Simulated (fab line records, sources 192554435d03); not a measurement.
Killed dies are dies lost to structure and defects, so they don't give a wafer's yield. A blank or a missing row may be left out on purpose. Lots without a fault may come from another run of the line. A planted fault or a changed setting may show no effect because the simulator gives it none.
Which tool did it? | flow n5_finfet | 10 lots, 30 wafers sampled, at 3 steps of a route of 1938

WHAT THE GAUGES READ, wafer by wafer
N5_BEOL_M8_OCD_MEAS_38.
lot  | measured     | on     | trench_depth_nm (nm)
L751 | day 11 00:36 | ocd-02 | 93.5 91.3 93.5
L759 | day 12 14:49 | ocd-01 | - - -
L760 | day 13 07:34 | ocd-01 | - - -
L761 | day 13 10:36 | ocd-02 | - - -
L764 | day 14 00:12 | ocd-02 | 92.7 94.0 93.1
L768 | day 15 04:10 | ocd-02 | 91.5 93.0 92.6
L769 | day 15 09:40 | ocd-02 | 92.1 95.7 92.2
L770 | day 15 20:04 | ocd-02 | 94.5 93.9 92.3
L772 | day 16 08:20 | ocd-02 | 93.7 92.2 95.6
L774 | day 16 14:52 | ocd-02 | 94.2 93.9 95.1

WHICH TOOL RAN EACH LOT (tool, then ch and the chambers of the sampled wafers, then the start)
lot  | N5_BEOL_M7_CMP_52             | N5_BEOL_M8_ILD_DEP_00
L751 | cmp-04 ch 0,1,2, day 10 20:39 | pecvd-01 ch 0,1, day 10 21:06
L759 | cmp-02 ch 0,3, day 12 10:02   | pecvd-04 ch 0,2, day 12 10:29
L760 | cmp-04 ch 1,2,3, day 13 01:08 | pecvd-04 ch 0,1,2, day 13 01:38
L761 | cmp-04 ch 1,3, day 13 06:04   | pecvd-04 ch 1,2, day 13 06:33
L764 | cmp-02 ch 1,2,3, day 13 16:00 | pecvd-04 ch 0,1, day 13 16:25
L768 | cmp-04 ch 1,2,3, day 14 22:05 | pecvd-04 ch 0,1, day 14 22:32
L769 | cmp-01 ch 0,2,3, day 15 05:14 | pecvd-04 ch 0,1,2, day 15 05:41
L770 | cmp-01 ch 0,2,3, day 15 12:08 | pecvd-04 ch 0,2, day 15 12:33
L772 | cmp-02 ch 0,2, day 16 03:42   | pecvd-04 ch 0,1, day 16 04:11
L774 | cmp-04 ch 0,2,3, day 16 10:23 | pecvd-04 ch 0,2, day 16 10:52
- N5_BEOL_M7_CMP_52: polishes, stops on SiCOH lowk, t overpolish 6.9 s, target thk 80 nm.
- N5_BEOL_M8_ILD_DEP_00: deposits SiCOH lowk from DEMS/porogen, target thk 179.75 nm, time 33.4 s.

THE ANSWER, worked out from the rows above alone
Rule: what is usual is taken from the lots themselves. Put in order of their means at a reading, lots are off if they are a third of the lots or fewer, leave a main group of 4 or more, and stand apart from it by a gap of 3 or more times the standard deviation of the main group's means; of several such gaps the widest counts. A main group whose means are all the same, to the digits that the tables above print for the reading, isn't used. A lot without any number at a reading at which 4 lots or more have one is off too. The other lots that the step has rows for count as sound.
Off: L759, L760, L761, at N5_BEOL_M8_OCD_MEAS_38 (trench_depth_nm). Without a number there: L759, L760, L761. The main group: mean 93.4 nm, standard deviation 0.62.
A tool fits if, at a process step before that reading, it ran every lot that is off, and no sound lot after the first of them. The gauges at N5_BEOL_M8_OCD_MEAS_38 are tried like those tools. None of those tried fits.

WHAT THE SIMULATOR HAD PUT IN
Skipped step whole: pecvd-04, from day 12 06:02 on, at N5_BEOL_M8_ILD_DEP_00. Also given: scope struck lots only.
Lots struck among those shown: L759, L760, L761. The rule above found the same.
